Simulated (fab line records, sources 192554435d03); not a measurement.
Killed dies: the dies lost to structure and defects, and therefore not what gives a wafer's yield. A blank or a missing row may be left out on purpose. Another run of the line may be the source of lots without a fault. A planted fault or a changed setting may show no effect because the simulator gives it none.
Split-lot trial :: flow n5Finfet :: route with 1938 steps; 7 lots, 21 wafers read

== THE SPLIT ==
At N5_BEOL_M3_ETCH_70 (etches SOC in N2/H2, target depth 80 nm, overetch 16 nm, time 120 s), the setting biasW was moved away from the recipe's 150 W on 10 of the 21 wafers read, by -12.1% to +17.0%. For the rest of the wafers, this setting stayed at what the recipe calls for.

The split's own step is where the reading is taken.

== THE READING ==
rfVppV, in V, at N5_BEOL_M3_ETCH_70 (etches SOC in N2/H2, target depth 80 nm, overetch 16 nm, time 120 s). Typical for fault-free wafers on this fab line: 524 V, with standard deviation 3 V.

wafer: L080.1
tool, chamber at the split: rieDiel-05, 1
biasW as run, W: 169.4
against the recipe: +12.9%
rfVppV, V: 565
against lot-mates on the recipe: +42

wafer: L080.2
tool, chamber at the split: rieDiel-05, 3
biasW as run, W: 169.4
against the recipe: +12.9%
rfVppV, V: 563
against lot-mates on the recipe: +40

wafer: L080.5
tool, chamber at the split: rieDiel-05, 1
biasW as run, W: 150
against the recipe: recipe
rfVppV, V: 523
against lot-mates on the recipe: -

wafer: L087.1
tool, chamber at the split: rieDiel-04, 2
biasW as run, W: 150
against the recipe: recipe
rfVppV, V: 529
against lot-mates on the recipe: -

wafer: L087.2
tool, chamber at the split: rieDiel-04, 1
biasW as run, W: 131.8
against the recipe: -12.1%
rfVppV, V: 481
against lot-mates on the recipe: -48

wafer: L087.4
tool, chamber at the split: rieDiel-04, 0
biasW as run, W: 131.8
against the recipe: -12.1%
rfVppV, V: 480
against lot-mates on the recipe: -49

wafer: L090.1
tool, chamber at the split: rieDiel-03, 1
biasW as run, W: 175.5
against the recipe: +17.0%
rfVppV, V: 575
against lot-mates on the recipe: +47

wafer: L090.5
tool, chamber at the split: rieDiel-03, 3
biasW as run, W: 150
against the recipe: recipe
rfVppV, V: 528
against lot-mates on the recipe: -

wafer: L090.6
tool, chamber at the split: rieDiel-03, 0
biasW as run, W: 175.5
against the recipe: +17.0%
rfVppV, V: 578
against lot-mates on the recipe: +50

wafer: L091.1
tool, chamber at the split: rieDiel-05, 2
biasW as run, W: 141.6
against the recipe: -5.6%
rfVppV, V: 509
against lot-mates on the recipe: -10

wafer: L091.5
tool, chamber at the split: rieDiel-05, 2
biasW as run, W: 141.6
against the recipe: -5.6%
rfVppV, V: 509
against lot-mates on the recipe: -10

wafer: L091.6
tool, chamber at the split: rieDiel-05, 3
biasW as run, W: 150
against the recipe: recipe
rfVppV, V: 519
against lot-mates on the recipe: -

wafer: L093.1
tool, chamber at the split: rieDiel-03, 2
biasW as run, W: 150
against the recipe: recipe
rfVppV, V: 527
against lot-mates on the recipe: -

wafer: L093.2
tool, chamber at the split: rieDiel-03, 3
biasW as run, W: 150
against the recipe: recipe
rfVppV, V: 528
against lot-mates on the recipe: -

wafer: L093.5
tool, chamber at the split: rieDiel-03, 1
biasW as run, W: 150
against the recipe: recipe
rfVppV, V: 521
against lot-mates on the recipe: -

wafer: L095.1
tool, chamber at the split: rieDiel-03, 0
biasW as run, W: 150
against the recipe: recipe
rfVppV, V: 524
against lot-mates on the recipe: -

wafer: L095.3
tool, chamber at the split: rieDiel-03, 3
biasW as run, W: 150
against the recipe: recipe
rfVppV, V: 527
against lot-mates on the recipe: -

wafer: L095.6
tool, chamber at the split: rieDiel-03, 1
biasW as run, W: 150
against the recipe: recipe
rfVppV, V: 521
against lot-mates on the recipe: -

wafer: L096.1
tool, chamber at the split: rieDiel-05, 3
biasW as run, W: 166.4
against the recipe: +10.9%
rfVppV, V: 558
against lot-mates on the recipe: +36

wafer: L096.3
tool, chamber at the split: rieDiel-05, 2
biasW as run, W: 166.4
against the recipe: +10.9%
rfVppV, V: 563
against lot-mates on the recipe: +41

wafer: L096.6
tool, chamber at the split: rieDiel-05, 0
biasW as run, W: 150
against the recipe: recipe
rfVppV, V: 522
against lot-mates on the recipe: -

FIT RESULTS
A straight line over all 21 wafers: rfVppV changes by +3.21 V for each +1% of biasW; r = +0.99; the points scatter about the line by 3.4 V.
The same after taking each lot's own level away (the mean of its wafers on the recipe; 21 wafers): +3.22 V for each +1%; r = +0.98; scatter 5 V.
On that fit, the largest move of biasW shifts the reading by 55 V.
The lots' own levels span 519.0 to 529.0 V, that is 3.3 times the standard deviation above.
Hence the lot-to-lot level has little effect on the slope; both slopes agree.
Check: for one of the wafers moved furthest among these (+17.0%), held out of the fit, the line's prediction against its lot-mates is +56.2 V. It came out at +47 V against them.
Tool readings at the split's step, against how far the setting was moved: rfVppV r = +0.99.

== OTHER SPLITS ON THESE WAFERS ==
These wafers also went through other splits before the reading. Each is held against what the fit with the lots' levels taken away leaves over:
other split on the same wafers: N5_BEOL_M1_HM_DEP_02 targetThkA
wafers away from the commonest value: 12
r with rfVppV (lot level and that fit taken away): +0.54

other split on the same wafers: N5_BEOL_M1_COAT_73 tempC
wafers away from the commonest value: 10
r with rfVppV (lot level and that fit taken away): -0.08

other split on the same wafers: N5_BEOL_M2_ILD_DEP_00 timeS
wafers away from the commonest value: 5
r with rfVppV (lot level and that fit taken away): -0.23

other split on the same wafers: N5_BEOL_M2_EXPOSE_25 doseMj
wafers away from the commonest value: 4
r with rfVppV (lot level and that fit taken away): -0.43

other split on the same wafers: N5_BEOL_M2_DESCUM_33 timeS
wafers away from the commonest value: 7
r with rfVppV (lot level and that fit taken away): -0.15

== THE WHOLE CHAIN: every reading that the file lists as answering this split, in the file's order ==
step: N5_BEOL_M3_ETCH_70
what it does: etches SOC in N2/H2, target depth 80 nm, overetch 16 nm, time 120 s
reading: rfVppV
change (the file's fit): +3.21 V for each +1% of the setting
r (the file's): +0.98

step: N5_BEOL_M3_ETCH_70
what it does: etches SOC in N2/H2, target depth 80 nm, overetch 16 nm, time 120 s
reading: SiARC_of_BEOL_M3_COAT_68.thkNm (the simulator's own value, which no gauge read)
change (the file's fit): -0.0594 nm for each +1% of the setting
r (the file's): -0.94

== THE FILE'S OWN FIT ==
rfVppV changes by +3.21 V for each +1% of biasW, r = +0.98.
